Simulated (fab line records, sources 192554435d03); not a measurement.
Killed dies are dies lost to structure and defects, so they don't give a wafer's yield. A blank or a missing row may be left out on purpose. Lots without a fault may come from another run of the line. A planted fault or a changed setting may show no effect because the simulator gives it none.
fab line records | flow n5_finfet
record lots=6 wafers=16 last_day=16
route steps=1938 shown BEOL_M8@1337 PASSIVATION@1936
lots that met no fault: from a run of the same line without faults
start_h: hours from the record's first day to the start of the lot's first wafer shown | wait_h: hours since the lot's step before | " the same as in the row above | L1.1+2: a row that stands for several wafers | - no value, or no start given | * or withheld: withheld | < > ~ a bound
route shown NAME@n: a module of which the file shows steps, and the number in the route of the first | usual: mean/standard deviation of fault-free wafers | same: alike in all rows | chamber/n: place in a boat | sites: the reading at each site | _std_site: their standard deviation | _edge_site: outer sites' mean less inner sites' | radius_mm: how far each site lies from the wafer's centre | mask NAME#n: copy n | behind: the tool/chamber that last shaped the wafer | hold: why the lot was held/for how many hours/how that ended | device: the transistor (n, p or np) that didn't switch | end of line: the same wafers' tests at the end of the route | a step without rows: its recipe alone | killed: dies lost to structure and defects at the first sort, not the wafer's yield | map: a wafer's dies, x killed, . not, _ none there
set.NAME: the setting as run; set.NAME@STEP: as run at that earlier step | model.NAME: the simulator's own value behind a step, which no gauge read
lots at some steps of the route; a table a step, a row a wafer
services: from which hour (start_h, from the record's first day; less than 0 if before it) a tool's chamber was out of use, for how many hours, and why
## steps
# step N5_BEOL_M8_COAT_59
# recipe resist=SOC temp_c=250 time_s=60 spin_rpm=1500 resist_thk_nm=100
# step N5_BEOL_M8_COAT_60
# recipe resist=SiARC temp_c=220 time_s=60 spin_rpm=1500 resist_thk_nm=35
# step N5_BEOL_M8_COAT_05
# recipe resist=CAR-ArF spin_rpm=1500 resist_thk_nm=90
# step N5_BEOL_M8_EBR_07
# recipe solvent=PGMEA ebr_width_mm=1.5
# step N5_BEOL_M8_SOFTBAKE_06
# recipe temp_c=110 time_s=60 resist=CAR-ArF
# step N5_BEOL_M8_EXPOSE_08
# recipe mask_id=M8 na=1.35 source_shape=dipole sigma_inner=0.817 sigma_outer=0.97 polarization=te dose_mj=68.25
# step N5_BEOL_M8_PEB_09
# recipe peb_temp_c=withheld peb_time_s=60 resist=CAR-ArF
# step N5_BEOL_M8_DEVELOP_10
# recipe develop_time_s=30 developer=TMAH resist=CAR-ArF rinse_liquid=diw dry=air_spin dev_temp_c=23
# step N5_BEOL_M8_CD_MEAS_11
# recipe target_cd_nm=38.5 landing_energy_ev=500 detector=se_inlens polarity=opening
# usual cd_nm=38.6/0.44
# columns lot.wafer tool chamber start_h wait_h cd_nm
L114.1 cd_sem-02 0 187.61 - 38.7
L114.3 " 0 " " 38.5
L114.6 " 0 " " 37.9
L116.3 cd_sem-02 0 222.41 - 37.9
L116.5 " 0 " " 38.9
L116.6 " 0 " " 37.8
L122.1 cd_sem-01 0 245.02 - 39.2
L122.2 " 0 " " 38.8
L122.5 " 0 " " 38.2
L123.2 cd_sem-03 0 248.96 - 38.4
L123.3 " 0 " " 39.0
L125.3 cd_sem-02 0 274.21 - 38.0
L125.6 " 0 " " 38.7
L133.1 cd_sem-03 0 316.88 - 38.6
L133.2 " 0 " " 39.2
L133.3 " 0 " " 38.7
# step N5_BEOL_M8_OVL_MEAS_12
# recipe points_per_wafer=44
# usual M8_OVL=-0.6/0.82
# columns lot.wafer tool chamber start_h wait_h M8_OVL[nm]
L114.1 overlay-02 0 187.64 0.0 -2.0
L114.3 " 0 " " -1.4
L114.6 " 0 " " -1.3
L116.3 overlay-02 0 222.47 0.1 -1.4
L116.5 " 0 " " -0.5
L116.6 " 0 " " -1.4
L122.1 overlay-01 0 245.05 0.0 -0.2
L122.2 " 0 " " 0.6
L122.5 " 0 " " -0.8
L123.2 overlay-02 0 248.99 0.0 -1.3
L123.3 " 0 " " -2.1
L125.3 overlay-01 0 274.24 0.0 0.1
L125.6 " 0 " " 0.2
L133.1 overlay-02 0 316.91 0.0 -0.5
L133.2 " 0 " " -0.2
L133.3 " 0 " " -0.9
# step N5_BEOL_M8_INSPECT_13
# recipe mode=adi inspect_instrument=brightfield
# usual raw_defect_count=443/100
# columns lot.wafer tool chamber start_h wait_h raw_defect_count
L114.1 defect_inspect-02 - 187.67 0.0 454
L114.3 " - " " 444
L114.6 " - " " 519
L116.3 defect_inspect-02 - 222.49 0.0 505
L116.5 " - " " 424
L116.6 " - " " 454
L122.1 defect_inspect-02 - 245.07 0.0 544
L122.2 " - " " 447
L122.5 " - " " 662
L123.2 defect_inspect-01 - 249.01 0.0 461
L123.3 " - " " 345
L125.3 defect_inspect-02 - 274.27 0.0 320
L125.6 " - " " 347
L133.1 defect_inspect-02 - 316.93 0.0 453
L133.2 " - " " 475
L133.3 " - " " 314
# step N5_BEOL_M8_DESCUM_16
# recipe chemistry=O2 time_s=7.9 source_power_w=50 bias_power_w=20 pressure_mtorr=20 rf_frequency_hz=2.712e+07 temp_c=40 resist=CAR-ArF o2_flow_sccm=225
# usual drypump_motor_current_A=5.8/0.41 oes_product_au=0.80/0.096 rf_vpp_V=243.4/1.6 showerhead_plenum_p_Torr=2.11/0.08 throttle_valve_pct=20.41/0.27
# columns lot.wafer tool chamber start_h wait_h drypump_motor_current_A oes_product_au rf_hours_counter_h rf_vpp_V showerhead_plenum_p_Torr throttle_valve_pct
L114.1 rie_diel-03 2 187.70 0.0 6.6 0.85 55 243.5 2.04 20.24
L114.3 " 1 " " 5.2 0.70 226 242.8 2.09 20.56
L114.6 " 3 " " 6.3 0.70 - 244.1 2.06 20.56
L116.3 rie_diel-04 2 222.52 0.0 5.9 0.98 7 246.3 2.26 20.08
L116.5 " 2 " " 5.9 0.97 - 245.5 2.26 20.08
L116.6 " 3 " " 5.9 0.69 - 244.0 2.15 20.83
L122.1 rie_diel-05 2 245.11 0.0 5.2 0.76 135 241.3 2.02 20.14
L122.2 " 1 " " 5.8 0.87 43 242.7 2.05 20.42
L122.5 " 1 " " 5.8 0.86 - 242.5 2.05 20.40
L123.2 rie_diel-03 2 249.05 0.0 6.6 0.82 76 241.5 2.04 20.29
L123.3 " 3 " " 6.3 0.68 246 241.9 2.06 20.58
L125.3 rie_diel-03 3 274.30 0.0 6.3 0.68 258 243.3 2.05 20.60
L125.6 " 0 " " 5.8 0.83 - 242.2 2.03 20.39
L133.1 rie_diel-04 0 316.96 0.0 5.7 0.86 58 242.7 2.03 20.56
L133.2 " 1 " " 6.4 0.81 87 244.8 2.21 20.71
L133.3 " 2 " " 5.9 0.89 42 245.9 2.25 20.11
# step N5_BEOL_M8_ETCH_61
# recipe chemistry=CF4 target=SiARC target_depth_a=455 mask_material=CAR-ArF time_s=75.8 ion_energy_ev=80 pressure_mtorr=40 source_w=545 bias_w=36 Ar_flow_sccm=100 cf4_flow_sccm=100 ends=cleared
# usual drypump_motor_current_A=5.8/0.41 etch_rf_on_time_s=75.9/1.7 oes_product_au=0.69/0.079 rf_vpp_V=184.2/1.3 showerhead_plenum_p_Torr=2.15/0.069 throttle_valve_pct=15.58/0.25
# columns lot.wafer tool chamber start_h wait_h drypump_motor_current_A etch_rf_on_time_s oes_product_au rf_hours_counter_h rf_vpp_V showerhead_plenum_p_Torr throttle_valve_pct
L114.1 rie_diel-03 2 187.74 0.0 6.6 75.3 0.72 55 182.3 2.10 15.40
L114.3 " 1 " " 5.1 74.1 0.61 226 183.1 2.12 15.69
L114.6 " 3 " " 6.3 73.4 0.60 - 183.3 2.11 15.79
L116.3 rie_diel-04 2 222.56 0.0 5.9 74.5 0.85 7 184.5 2.28 15.14
L116.5 " 2 " " 5.9 75.7 0.83 - 185.8 2.28 15.13
L116.6 " 3 " " 5.9 78.1 0.58 - 185.1 2.19 16.00
L122.1 rie_diel-05 2 245.14 0.0 5.2 78.1 0.64 135 181.5 2.07 15.34
L122.2 " 1 " " 5.8 79.8 0.73 43 185.6 2.10 15.59
L122.5 " 1 " " 5.8 79.8 0.72 - 184.4 2.10 15.60
L123.2 rie_diel-03 2 249.08 0.0 6.6 76.1 0.69 76 182.3 2.09 15.44
L123.3 " 3 " " 6.3 92.7 0.52 246 183.6 2.11 15.81
L125.3 rie_diel-03 3 274.33 0.0 6.3 91.5 0.52 258 185.3 2.10 15.80
L125.6 " 0 " " 5.8 93.5 0.62 - 184.6 2.08 15.54
L133.1 rie_diel-04 0 317.00 0.0 5.7 75.1 0.74 58 181.3 2.09 15.72
L133.2 " 1 " " 6.4 75.3 0.70 87 185.2 2.24 15.74
L133.3 " 2 " " 5.9 75.2 0.77 42 185.0 2.27 15.19
# step N5_BEOL_M8_ETCH_62
# recipe chemistry=N2/H2 target=SOC target_depth_a=1100 overetch_a=220 mask_material=SiARC temp_c=40 time_s=165 ion_energy_ev=200 pressure_mtorr=30 source_w=840 bias_w=150 n2_flow_sccm=200 h2_flow_sccm=200
# usual drypump_motor_current_A=5.8/0.41 n2_flow_sccm=200.0/0.6 oes_product_au=0.68/0.077 rf_vpp_V=524.3/2.5 showerhead_plenum_p_Torr=2.55/0.093 throttle_valve_pct=17.77/0.27
# columns lot.wafer tool chamber start_h wait_h drypump_motor_current_A n2_flow_sccm oes_product_au rf_hours_counter_h rf_vpp_V showerhead_plenum_p_Torr throttle_valve_pct
L114.1 rie_diel-03 2 187.79 0.0 6.6 199.1 0.70 55 522.1 2.48 17.67
L114.3 " 1 " " 5.2 199.7 0.60 226 522.8 2.50 17.70
L114.6 " 3 " " 6.3 199.2 0.59 - 523.7 2.50 17.96
L116.3 rie_diel-04 2 222.61 0.0 5.9 200.5 0.82 7 528.3 2.72 17.28
L116.5 " 2 " " 5.9 199.5 0.82 - 527.8 2.72 17.26
L116.6 " 3 " " 6.0 199.9 0.58 - 525.3 2.61 18.24
L122.1 rie_diel-05 2 245.20 0.0 5.2 200.1 0.65 136 520.2 2.45 17.49
L122.2 " 1 " " 5.8 200.2 0.74 43 521.9 2.48 17.66
L122.5 " 1 " " 5.8 199.6 0.75 - 523.7 2.48 17.66
L123.2 rie_diel-03 2 249.14 0.0 6.6 200.3 0.69 76 521.6 2.47 17.72
L123.3 " 3 " " 6.3 200.4 0.58 246 522.9 2.49 18.01
L125.3 rie_diel-03 3 274.39 0.0 6.3 199.7 0.57 258 523.0 2.49 18.02
L125.6 " 0 " " 5.8 199.4 0.69 - 522.1 2.48 17.93
L133.1 rie_diel-04 0 317.06 0.0 5.7 200.0 0.73 59 522.7 2.46 17.87
L133.2 " 1 " " 6.4 200.2 0.69 87 527.4 2.68 18.07
L133.3 " 2 " " 5.9 200.4 0.76 42 527.2 2.70 17.33
# step N5_PASSIVATION_PROBE_49
# usual defect_limited_yield=91.4/1.6 killed_at_M0_to_M3=34/10 killed_at_M4_up=12/4.8 killed_at_contacts=11/6.2 killed_at_front_end=39/13 killed_at_other=4/3.1 killed_dies=101/19 killed_open=67/14 killed_short=32/8.3 sort_bin_5_function=5.0/1 sort_bin_6_memory=3.2/0.76 sort_n_pass=1079/19 sort_yield_pct=91.4/1.6
# same gross_dies=1180 killed_at_back_side=0 sort_bin_4_leakage[%]=0 sort_bin_8_speed[%]=0
# columns lot.wafer tool chamber start_h wait_h defect_limited_yield[%] killed_at_M0_to_M3 killed_at_M4_up killed_at_contacts killed_at_front_end killed_at_other killed_dies killed_open killed_short sort_bin_5_function[%] sort_bin_6_memory[%] sort_n_pass sort_yield_pct[%]
L116.3 prober-01 - 292.39 0.1 92.8 43 7 11 20 4 85 58 24 4.3 2.8 1095 92.8
L116.5 prober-01 - 292.49 0.2 91.8 29 22 7 35 4 97 53 43 4.4 3.3 1083 91.8
L116.6 prober-01 - 292.54 0.3 91.4 32 13 22 32 3 102 63 35 5.7 2.5 1078 91.4
L123.3 prober-01 - 319.30 0.1 94.5 31 10 7 16 1 65 40 23 3.6 1.7 1115 94.5
L133.1 prober-02 - 392.36 0.0 92.8 26 9 14 33 3 85 60 23 4.3 2.4 1095 92.8
L133.2 prober-02 - 392.41 0.1 91.1 17 18 16 49 5 105 74 29 5.3 3.4 1075 91.1
L133.3 prober-02 - 392.46 0.1 91.0 16 25 19 39 7 106 80 24 5.4 3.3 1074 91.0
# killed by level:class
L116.3 BEOL_M2:geometric_particle:open=13 BEOL_M1:geometric_particle:open=10 MOL_CONTACT_COAG:geometric_particle:open=8 BEOL_M0_SAQP:geometric_particle:open=6 BEOL_M0_SAQP:geometric_particle:short=4 BEOL_M3:geometric_particle:open=4 STI_FIN_REVEAL:geometric_particle:open=3 MOL_CONTACT_COAG:geometric_particle:short=3
L116.5 FIN_SAQP:geometric_particle:short=15 BEOL_M1:geometric_particle:open=9 BEOL_M0_SAQP:geometric_particle:short=9 MOL_CONTACT_COAG:geometric_particle:open=7 BEOL_M4:geometric_particle:open=7 BEOL_M0_SAQP:geometric_particle:open=5 STI_FIN_REVEAL:geometric_particle:open=4 FIN_SAQP:geometric_particle:open=3
L116.6 MOL_CONTACT_COAG:geometric_particle:open=17 BEOL_M0_SAQP:geometric_particle:short=10 BEOL_M4:geometric_particle:open=9 BEOL_M0_SAQP:geometric_particle:open=8 STI_FIN_REVEAL:geometric_particle:open=7 FIN_SAQP:geometric_particle:short=5 MOL_CONTACT_COAG:geometric_particle:short=5 BEOL_M3:geometric_particle:open=5
L123.3 BEOL_M0_SAQP:geometric_particle:short=12 MOL_CONTACT_COAG:geometric_particle:open=7 BEOL_M0_SAQP:geometric_particle:open=7 BEOL_M2:geometric_particle:open=7 BEOL_M7:geometric_particle:open=4 FIN_SAQP:geometric_particle:short=2 STI_FIN_REVEAL:geometric_particle:open=2 ILD0:geometric_particle:short=2
L133.1 MOL_CONTACT_COAG:geometric_particle:open=11 BEOL_M2:geometric_particle:open=10 FIN_SAQP:geometric_particle:short=9 STI_FIN_REVEAL:geometric_particle:open=9 FIN_SAQP:geometric_particle:open=8 BEOL_M0_SAQP:geometric_particle:open=5 BEOL_M0:geometric_particle:open=4 MOL_CONTACT_COAG:geometric_particle:short=3
L133.2 MOL_CONTACT_COAG:geometric_particle:open=15 STI_FIN_REVEAL:geometric_particle:open=14 FIN_SAQP:geometric_particle:open=13 FIN_SAQP:geometric_particle:short=5 GATE_CUT:geometric_particle:short=5 GATE_CUT:geometric_particle:open=4 BEOL_M0_SAQP:geometric_particle:open=4 BEOL_M1:geometric_particle:open=4
L133.3 MOL_CONTACT_COAG:geometric_particle:open=18 BEOL_M4:geometric_particle:open=15 STI_FIN_REVEAL:geometric_particle:open=13 BEOL_M1:geometric_particle:open=8 FIN_SAQP:geometric_particle:open=7 FIN_SAQP:geometric_particle:short=5 STARTING-WAFER:geometric_particle:open=4 GATE_CUT:geometric_particle:short=3
## services
# columns tool chamber start_h hours kind
rie_diel-04 3 172.52 3.1 repair
rie_diel-04 2 184.78 - clean
rie_diel-04 2 184.78 - consumable_replace:focus_ring
rie_diel-04 2 184.78 - consumable_replace:showerhead
rie_diel-04 2 184.78 21.2 scheduled_down
rie_diel-04 2 184.78 21.2 vent_cycle
rie_diel-04 3 246.40 - clean
rie_diel-04 3 246.40 - consumable_replace:focus_ring
rie_diel-04 3 246.40 26.4 scheduled_down
rie_diel-04 3 246.40 26.4 vent_cycle
rie_diel-03 1 260.72 - clean
rie_diel-03 1 260.72 - consumable_replace:focus_ring
rie_diel-03 1 260.72 19.1 scheduled_down
rie_diel-03 1 260.72 19.1 vent_cycle
rie_diel-05 1 269.99 15.2 repair
rie_diel-03 3 293.99 9.0 repair
rie_diel-04 3 294.36 5.3 repair
rie_diel-05 - 294.65 0.6 repair
rie_diel-05 2 295.50 9.8 repair
## key
first_sign step=N5_BEOL_M8_ETCH_61 reading=etch_rf_on_time_s direction=up sigmas=9.9 usual=* struck=*
effect none on later readings
met_at N5_BEOL_M8_ETCH_61
struck_wafers L123.3,L125.3,L125.6
onset_between 187.74 249.08
fault kind=process_parameter_drift tool=rie_diel-03 chamber=- onset_h=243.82 steps=N5_BEOL_M8_ETCH_61 channel=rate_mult offset=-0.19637 shape=step end_h=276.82 scope=struck_wafers_only
